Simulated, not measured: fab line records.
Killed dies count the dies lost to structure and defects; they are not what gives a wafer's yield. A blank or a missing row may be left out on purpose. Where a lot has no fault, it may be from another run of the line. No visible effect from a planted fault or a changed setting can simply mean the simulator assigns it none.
2 desks looking at one fault | flow nand harc | numbers are kept per desk, each desk with only its own; the story behind them comes last

## THE TOOL OWNER'S DESK: rie diel-05
The tool's own readings at NHARC_P_STI_ETCH_42 (etches the open film in N2/H2, target depth 80 nm, overetch 24 nm, time 61 s): means of the sampled wafers that have a number, for each lot that ran on this tool. If a lot's mean is further than 4 standard deviations from the usual mean, the lot is out of limits and carries the mark OUT (the distance appears in the brackets).
Columns: A = drypump motor current A at NHARC_P_STI_ETCH_42, usual 5.44 A; B = oes product au at NHARC_P_STI_ETCH_42, usual 0.997 a.u.; C = rf vpp V at NHARC_P_STI_ETCH_42, usual 429.5 V; D = showerhead plenum p Torr at NHARC_P_STI_ETCH_42, usual 2.00 Torr; E = throttle valve pct at NHARC_P_STI_ETCH_42, usual 14.171 %
lot  | first seen here | A    | B     | C     | D    | E
L951 | day 4 12:45     | 5.30 | 0.988 | 428.1 | 1.96 | 14.175
L953 | day 5 10:11     | 5.44 | 0.993 | 429.4 | 2.03 | 14.166
L956 | day 6 15:35     | 5.24 | 0.996 | 430.1 | 2.06 | 14.180
L957 | day 7 01:20     | 5.24 | 0.994 | 431.5 | 2.06 | 14.173
L958 | day 7 10:14     | 5.24 | 0.995 | 431.5 | 2.06 | 14.172
L961 | day 8 15:30     | 5.37 | 0.996 | 429.5 | 1.99 | 14.167
L962 | day 9 00:53     | 5.42 | 1.004 | 430.2 | 2.02 | 14.161
L963 | day 9 11:56     | 5.37 | 0.997 | 428.8 | 1.99 | 14.173
L964 | day 9 20:50     | 5.29 | 0.995 | 431.3 | 2.09 | 14.171
L969 | day 11 23:26    | 5.16 | 0.998 | 433.0 | 2.09 | 14.187
Result from this desk: across the 10 lots, nothing is out of limits.

## THE METROLOGY DESK
What the gauges read, lot by lot, whatever tool the lot ran on: means of the sampled wafers that have a number. If a lot's mean is further than 4 standard deviations from the usual mean, the lot is out of limits and carries the mark OUT (the distance appears in the brackets).
Columns: A = cd nm at NHARC_THIN_TSV_CD_MEAS_37, usual 4999.8 nm
lot  | first seen here | A
L951 | day 25 07:41    | 5000.1
L950 | day 25 08:55    | 5000.7
L954 | day 30 14:21    | 5001.0
L953 | day 30 15:22    | 4999.7
L955 | day 30 16:41    | 5001.5
L957 | day 30 17:54    | 5001.0
L956 | day 30 18:58    | 5002.8
L958 | day 30 21:36    | 5000.9
L963 | day 30 23:46    | 5001.0
L964 | day 31 01:11    | 4998.4
L961 | day 31 02:23    | 4996.0
L962 | day 31 03:24    | 5000.2
L969 | day 33 09:45    | 4996.9
Result from this desk: across the 13 lots, nothing is out of limits.

## BROUGHT TOGETHER
Nothing out of limits was seen by the tool owner's desk.
Metrology desk: nothing out of limits seen.

## WHAT THE SIMULATOR HAD PUT IN
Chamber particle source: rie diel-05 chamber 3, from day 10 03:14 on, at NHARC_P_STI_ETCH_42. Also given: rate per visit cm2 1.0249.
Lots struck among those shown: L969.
